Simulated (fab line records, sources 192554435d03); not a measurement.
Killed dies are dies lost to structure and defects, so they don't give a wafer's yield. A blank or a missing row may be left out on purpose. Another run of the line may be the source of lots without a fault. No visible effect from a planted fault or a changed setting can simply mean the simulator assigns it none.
Matching of chambers :: flow n5Finfet :: N5_SDB_HM_DEP_00 on pecvd-01 has 3 sister chambers
The step deposits SiNx from SiH4/NH3/N2, target thk 40 nm, time 35.3 s. 16 wafers are shown with their chamber, then 8 later ones without.

== WAFERS, EACH WITH ITS CHAMBER ==
wafer: L076.2
chamber: 2
throttleValvePct (%): 39.0
showerheadPlenumPTorr (Torr): 5.11
heaterPowerW (W): 674

wafer: L076.3
chamber: 0
throttleValvePct (%): 37.3
showerheadPlenumPTorr (Torr): 5.06
heaterPowerW (W): 671

wafer: L076.5
chamber: 1
throttleValvePct (%): 41.1
showerheadPlenumPTorr (Torr): 5.13
heaterPowerW (W): 674

wafer: L078.1
chamber: 0
throttleValvePct (%): 37.5
showerheadPlenumPTorr (Torr): 5.06
heaterPowerW (W): 616

wafer: L078.3
chamber: 1
throttleValvePct (%): 41.0
showerheadPlenumPTorr (Torr): 5.14
heaterPowerW (W): 709

wafer: L078.4
chamber: 0
throttleValvePct (%): 37.3
showerheadPlenumPTorr (Torr): 5.06
heaterPowerW (W): 645

wafer: L079.2
chamber: 0
throttleValvePct (%): 37.6
showerheadPlenumPTorr (Torr): 5.06
heaterPowerW (W): 684

wafer: L079.5
chamber: 0
throttleValvePct (%): 37.1
showerheadPlenumPTorr (Torr): 5.07
heaterPowerW (W): 686

wafer: L079.6
chamber: 1
throttleValvePct (%): 40.8
showerheadPlenumPTorr (Torr): 5.13
heaterPowerW (W): 724

wafer: L081.3
chamber: 0
throttleValvePct (%): 37.1
showerheadPlenumPTorr (Torr): 5.06
heaterPowerW (W): 658

wafer: L081.5
chamber: 0
throttleValvePct (%): 37.2
showerheadPlenumPTorr (Torr): 5.07
heaterPowerW (W): 670

wafer: L081.6
chamber: 2
throttleValvePct (%): 39.2
showerheadPlenumPTorr (Torr): 5.13
heaterPowerW (W): 600

wafer: L084.2
chamber: 1
throttleValvePct (%): 40.5
showerheadPlenumPTorr (Torr): 5.13
heaterPowerW (W): 695

wafer: L084.3
chamber: 2
throttleValvePct (%): 39.4
showerheadPlenumPTorr (Torr): 5.12
heaterPowerW (W): 672

wafer: L084.4
chamber: 2
throttleValvePct (%): 39.4
showerheadPlenumPTorr (Torr): 5.13
heaterPowerW (W): 661

wafer: L088.2
chamber: 0
throttleValvePct (%): 37.5
showerheadPlenumPTorr (Torr): 5.06
heaterPowerW (W): 688

SIGNATURES (averages over the wafers above)
reading: throttleValvePct
chamber 0: 37.325
chamber 1: 40.850
chamber 2: 39.250
scatter within a chamber: 0.21

reading: showerheadPlenumPTorr
chamber 0: 5.0625
chamber 1: 5.1325
chamber 2: 5.1225
scatter within a chamber: 0.0062

reading: heaterPowerW
chamber 0: 664.75
chamber 1: 700.50
chamber 2: 651.75
scatter within a chamber: 26.7
Rule: for each reading, subtract the chamber's mean from the wafer's reading, divide by that reading's scatter and square the result; add these up over the readings and take the root, which gives the wafer's distance from the chamber. If the next closest chamber is less than 2 further off than the closest, the wafer can't be placed; otherwise it belongs to the closest. The scatter: take each reading less its chamber's mean, square it, sum over the shown wafers, divide by the number of wafers less the number of chambers, and take the root.

== WAFERS WITHOUT THEIR CHAMBER ==
wafer: L088.3
throttleValvePct (%): 39.5
showerheadPlenumPTorr (Torr): 5.13
heaterPowerW (W): 681

wafer: L088.5
throttleValvePct (%): 39.6
showerheadPlenumPTorr (Torr): 5.11
heaterPowerW (W): 688

wafer: L089.3
throttleValvePct (%): 37.3
showerheadPlenumPTorr (Torr): 5.07
heaterPowerW (W): 636

wafer: L089.4
throttleValvePct (%): 40.5
showerheadPlenumPTorr (Torr): 5.13
heaterPowerW (W): 613

wafer: L089.5
throttleValvePct (%): 37.6
showerheadPlenumPTorr (Torr): 5.07
heaterPowerW (W): 650

wafer: L090.2
throttleValvePct (%): 39.5
showerheadPlenumPTorr (Torr): 5.13
heaterPowerW (W): 643

wafer: L090.3
throttleValvePct (%): 37.3
showerheadPlenumPTorr (Torr): 5.07
heaterPowerW (W): 685

wafer: L090.4
throttleValvePct (%): 37.6
showerheadPlenumPTorr (Torr): 5.06
heaterPowerW (W): 700

== CHAMBER TAKEN BY EACH ==
wafer: L088.3
from the rows above: 2
in truth: 2

wafer: L088.5
from the rows above: 2
in truth: 2

wafer: L089.3
from the rows above: 0
in truth: 0

wafer: L089.4
from the rows above: 1
in truth: 1

wafer: L089.5
from the rows above: 0
in truth: 0

wafer: L090.2
from the rows above: 2
in truth: 2

wafer: L090.3
from the rows above: 0
in truth: 0

wafer: L090.4
from the rows above: 0
in truth: 0
8 of 8 placed correctly. Can't be placed from these rows: 0. 0 placed wrongly.
